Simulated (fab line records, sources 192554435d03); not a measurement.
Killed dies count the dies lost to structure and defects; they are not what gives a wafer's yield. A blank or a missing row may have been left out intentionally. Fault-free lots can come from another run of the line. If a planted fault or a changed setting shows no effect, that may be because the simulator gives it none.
Split-lot trial || flow n5_finfet || 7 lots, 39 wafers read, on a route of 1938 steps

== THE SPLIT ITSELF ==
At N5_BEOL_M2_CVD_47 (deposits Co from CCTBA/H2, target thk 3 nm, time 223.8 s), the setting target_thk_a was moved away from the recipe's 30 angstrom on 9 of the 39 wafers read, by -29.1% to -16.1%. All remaining wafers had this setting at the recipe value.

The split's own step is where the reading is taken.

== THE READING ==
Co_of_BEOL_M2_CVD_47.thk_nm (the simulator's own value, which no gauge read), in nm, at N5_BEOL_M2_CVD_47 (deposits Co from CCTBA/H2, target thk 3 nm, time 223.8 s). No usual value for it is given in the file. The 30 wafers here that ran the recipe average 2.9 nm, standard deviation 0.11 nm.

{"wafer": "L075.1", "tool, chamber at the split": "cvd_co-01, 2,1,2,0", "target_thk_a as run, angstrom": 30, "against the recipe": "recipe", "Co_of_BEOL_M2_CVD_47.thk_nm, nm": 3, "against lot-mates on the recipe": "-"}
{"wafer": "L075.4", "tool, chamber at the split": "cvd_co-01, 2,1,2,0", "target_thk_a as run, angstrom": 30, "against the recipe": "recipe", "Co_of_BEOL_M2_CVD_47.thk_nm, nm": 3, "against lot-mates on the recipe": "-"}
{"wafer": "L075.5", "tool, chamber at the split": "cvd_co-01, 2,1,2,0", "target_thk_a as run, angstrom": 30, "against the recipe": "recipe", "Co_of_BEOL_M2_CVD_47.thk_nm, nm": 3, "against lot-mates on the recipe": "-"}
{"wafer": "L075.6", "tool, chamber at the split": "cvd_co-01, 2,1,2,0", "target_thk_a as run, angstrom": 30, "against the recipe": "recipe", "Co_of_BEOL_M2_CVD_47.thk_nm, nm": 3, "against lot-mates on the recipe": "-"}
{"wafer": "L075.2", "tool, chamber at the split": "cvd_co-01, 0", "target_thk_a as run, angstrom": 30, "against the recipe": "recipe", "Co_of_BEOL_M2_CVD_47.thk_nm, nm": 3.2, "against lot-mates on the recipe": "-"}
{"wafer": "L075.3", "tool, chamber at the split": "cvd_co-01, 1", "target_thk_a as run, angstrom": 30, "against the recipe": "recipe", "Co_of_BEOL_M2_CVD_47.thk_nm, nm": 2.8, "against lot-mates on the recipe": "-"}
{"wafer": "L077.1", "tool, chamber at the split": "cvd_co-01, 2,0,2,0,0,2", "target_thk_a as run, angstrom": 30, "against the recipe": "recipe", "Co_of_BEOL_M2_CVD_47.thk_nm, nm": 3, "against lot-mates on the recipe": "-"}
{"wafer": "L077.2", "tool, chamber at the split": "cvd_co-01, 2,0,2,0,0,2", "target_thk_a as run, angstrom": 30, "against the recipe": "recipe", "Co_of_BEOL_M2_CVD_47.thk_nm, nm": 3, "against lot-mates on the recipe": "-"}
{"wafer": "L077.3", "tool, chamber at the split": "cvd_co-01, 2,0,2,0,0,2", "target_thk_a as run, angstrom": 30, "against the recipe": "recipe", "Co_of_BEOL_M2_CVD_47.thk_nm, nm": 3, "against lot-mates on the recipe": "-"}
{"wafer": "L077.4", "tool, chamber at the split": "cvd_co-01, 2,0,2,0,0,2", "target_thk_a as run, angstrom": 30, "against the recipe": "recipe", "Co_of_BEOL_M2_CVD_47.thk_nm, nm": 3, "against lot-mates on the recipe": "-"}
{"wafer": "L077.5", "tool, chamber at the split": "cvd_co-01, 2,0,2,0,0,2", "target_thk_a as run, angstrom": 30, "against the recipe": "recipe", "Co_of_BEOL_M2_CVD_47.thk_nm, nm": 3, "against lot-mates on the recipe": "-"}
{"wafer": "L077.6", "tool, chamber at the split": "cvd_co-01, 2,0,2,0,0,2", "target_thk_a as run, angstrom": 30, "against the recipe": "recipe", "Co_of_BEOL_M2_CVD_47.thk_nm, nm": 3, "against lot-mates on the recipe": "-"}
{"wafer": "L079.1", "tool, chamber at the split": "cvd_co-01, 2,1", "target_thk_a as run, angstrom": 21.56, "against the recipe": "-28.1%", "Co_of_BEOL_M2_CVD_47.thk_nm, nm": 2, "against lot-mates on the recipe": -0.9}
{"wafer": "L079.5", "tool, chamber at the split": "cvd_co-01, 2,1", "target_thk_a as run, angstrom": 21.56, "against the recipe": "-28.1%", "Co_of_BEOL_M2_CVD_47.thk_nm, nm": 2, "against lot-mates on the recipe": -0.9}
{"wafer": "L079.2", "tool, chamber at the split": "cvd_co-01, 0", "target_thk_a as run, angstrom": 21.56, "against the recipe": "-28.1%", "Co_of_BEOL_M2_CVD_47.thk_nm, nm": 2.2, "against lot-mates on the recipe": -0.7}
{"wafer": "L079.3", "tool, chamber at the split": "cvd_co-01, 1", "target_thk_a as run, angstrom": 30, "against the recipe": "recipe", "Co_of_BEOL_M2_CVD_47.thk_nm, nm": 2.8, "against lot-mates on the recipe": "-"}
{"wafer": "L079.4", "tool, chamber at the split": "cvd_co-01, 0,2", "target_thk_a as run, angstrom": 30, "against the recipe": "recipe", "Co_of_BEOL_M2_CVD_47.thk_nm, nm": 3, "against lot-mates on the recipe": "-"}
{"wafer": "L079.6", "tool, chamber at the split": "cvd_co-01, 0,2", "target_thk_a as run, angstrom": 30, "against the recipe": "recipe", "Co_of_BEOL_M2_CVD_47.thk_nm, nm": 3, "against lot-mates on the recipe": "-"}
{"wafer": "L082.1", "tool, chamber at the split": "cvd_co-01, 0", "target_thk_a as run, angstrom": 30, "against the recipe": "recipe", "Co_of_BEOL_M2_CVD_47.thk_nm, nm": 3, "against lot-mates on the recipe": "-"}
{"wafer": "L082.2", "tool, chamber at the split": "cvd_co-01, 1,2", "target_thk_a as run, angstrom": 30, "against the recipe": "recipe", "Co_of_BEOL_M2_CVD_47.thk_nm, nm": 2.8, "against lot-mates on the recipe": "-"}
{"wafer": "L082.3", "tool, chamber at the split": "cvd_co-01, 1,2", "target_thk_a as run, angstrom": 30, "against the recipe": "recipe", "Co_of_BEOL_M2_CVD_47.thk_nm, nm": 2.8, "against lot-mates on the recipe": "-"}
{"wafer": "L082.4", "tool, chamber at the split": "cvd_co-01, 1,2", "target_thk_a as run, angstrom": 25.18, "against the recipe": "-16.1%", "Co_of_BEOL_M2_CVD_47.thk_nm, nm": 2.4, "against lot-mates on the recipe": -0.5}
{"wafer": "L082.6", "tool, chamber at the split": "cvd_co-01, 1,2", "target_thk_a as run, angstrom": 25.18, "against the recipe": "-16.1%", "Co_of_BEOL_M2_CVD_47.thk_nm, nm": 2.4, "against lot-mates on the recipe": -0.5}
{"wafer": "L082.5", "tool, chamber at the split": "cvd_co-01, 0", "target_thk_a as run, angstrom": 25.18, "against the recipe": "-16.1%", "Co_of_BEOL_M2_CVD_47.thk_nm, nm": 2.6, "against lot-mates on the recipe": -0.3}
{"wafer": "L084.1", "tool, chamber at the split": "cvd_co-02, 1", "target_thk_a as run, angstrom": 30, "against the recipe": "recipe", "Co_of_BEOL_M2_CVD_47.thk_nm, nm": 3, "against lot-mates on the recipe": "-"}
{"wafer": "L084.2", "tool, chamber at the split": "cvd_co-02, 2,0", "target_thk_a as run, angstrom": 30, "against the recipe": "recipe", "Co_of_BEOL_M2_CVD_47.thk_nm, nm": 2.8, "against lot-mates on the recipe": "-"}
{"wafer": "L084.5", "tool, chamber at the split": "cvd_co-02, 2,0", "target_thk_a as run, angstrom": 30, "against the recipe": "recipe", "Co_of_BEOL_M2_CVD_47.thk_nm, nm": 2.8, "against lot-mates on the recipe": "-"}
{"wafer": "L091.1", "tool, chamber at the split": "cvd_co-02, 1", "target_thk_a as run, angstrom": 21.27, "against the recipe": "-29.1%", "Co_of_BEOL_M2_CVD_47.thk_nm, nm": 2.2, "against lot-mates on the recipe": -0.7}
{"wafer": "L091.2", "tool, chamber at the split": "cvd_co-02, 0", "target_thk_a as run, angstrom": 30, "against the recipe": "recipe", "Co_of_BEOL_M2_CVD_47.thk_nm, nm": 2.8, "against lot-mates on the recipe": "-"}
{"wafer": "L091.3", "tool, chamber at the split": "cvd_co-02, 2,0", "target_thk_a as run, angstrom": 21.27, "against the recipe": "-29.1%", "Co_of_BEOL_M2_CVD_47.thk_nm, nm": 2, "against lot-mates on the recipe": -0.9}
{"wafer": "L091.6", "tool, chamber at the split": "cvd_co-02, 2,0", "target_thk_a as run, angstrom": 21.27, "against the recipe": "-29.1%", "Co_of_BEOL_M2_CVD_47.thk_nm, nm": 2, "against lot-mates on the recipe": -0.9}
{"wafer": "L091.4", "tool, chamber at the split": "cvd_co-02, 1,2", "target_thk_a as run, angstrom": 30, "against the recipe": "recipe", "Co_of_BEOL_M2_CVD_47.thk_nm, nm": 3, "against lot-mates on the recipe": "-"}
{"wafer": "L091.5", "tool, chamber at the split": "cvd_co-02, 1,2", "target_thk_a as run, angstrom": 30, "against the recipe": "recipe", "Co_of_BEOL_M2_CVD_47.thk_nm, nm": 3, "against lot-mates on the recipe": "-"}
{"wafer": "L094.1", "tool, chamber at the split": "cvd_co-01, 0,1,2", "target_thk_a as run, angstrom": 30, "against the recipe": "recipe", "Co_of_BEOL_M2_CVD_47.thk_nm, nm": 3, "against lot-mates on the recipe": "-"}
{"wafer": "L094.3", "tool, chamber at the split": "cvd_co-01, 0,1,2", "target_thk_a as run, angstrom": 30, "against the recipe": "recipe", "Co_of_BEOL_M2_CVD_47.thk_nm, nm": 3, "against lot-mates on the recipe": "-"}
{"wafer": "L094.6", "tool, chamber at the split": "cvd_co-01, 0,1,2", "target_thk_a as run, angstrom": 30, "against the recipe": "recipe", "Co_of_BEOL_M2_CVD_47.thk_nm, nm": 3, "against lot-mates on the recipe": "-"}
{"wafer": "L094.2", "tool, chamber at the split": "cvd_co-01, 2,0,1", "target_thk_a as run, angstrom": 30, "against the recipe": "recipe", "Co_of_BEOL_M2_CVD_47.thk_nm, nm": 2.8, "against lot-mates on the recipe": "-"}
{"wafer": "L094.4", "tool, chamber at the split": "cvd_co-01, 2,0,1", "target_thk_a as run, angstrom": 30, "against the recipe": "recipe", "Co_of_BEOL_M2_CVD_47.thk_nm, nm": 2.8, "against lot-mates on the recipe": "-"}
{"wafer": "L094.5", "tool, chamber at the split": "cvd_co-01, 2,0,1", "target_thk_a as run, angstrom": 30, "against the recipe": "recipe", "Co_of_BEOL_M2_CVD_47.thk_nm, nm": 2.8, "against lot-mates on the recipe": "-"}
Rows listing several chambers each stand for several wafers; the file does not say which wafer went through which chamber.

FIT RESULTS
A straight line over all 39 wafers: Co_of_BEOL_M2_CVD_47.thk_nm changes by +0.0304 nm for each +1% of target_thk_a; r = +0.95; the points scatter about the line by 0.11 nm.
The same after taking each lot's own level away (the mean of its wafers on the recipe; 39 wafers): +0.0297 nm for each +1%; r = +0.96; scatter 0.097 nm.
Per that fit: largest target_thk_a move, reading shift of 0.86 nm.
From 2.87 to 3.00 nm: that is the span of the lots' own levels, equal to 1.3 times the standard deviation above.
The two slopes are in agreement: the lot-to-lot level therefore moves the slope only a little.
Check: for one of the wafers moved furthest among these (-29.1%), held out of the fit, the line's prediction against its lot-mates is -0.882 nm. Against them it came out at -0.733 nm.

== OTHER SPLITS APPLIED TO THESE WAFERS ==
Note: prior to the reading, these wafers also went through further splits. Each is held against what the fit with the lots' levels taken away leaves over:
{"other split on the same wafers": "N5_DUMMY_GATE_PECVD_30 time_s", "wafers away from the commonest value": 15, "r with Co_of_BEOL_M2_CVD_47.thk_nm (lot level and that fit taken away)": "+0.17"}
{"other split on the same wafers": "N5_SD_EPI_N_EPI_21 epi_growth_time_s", "wafers away from the commonest value": 12, "r with Co_of_BEOL_M2_CVD_47.thk_nm (lot level and that fit taken away)": "+0.09"}

== FILE'S OWN FIT ==
Co_of_BEOL_M2_CVD_47.thk_nm changes by +0.0295 nm for each +1% of target_thk_a, r = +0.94.
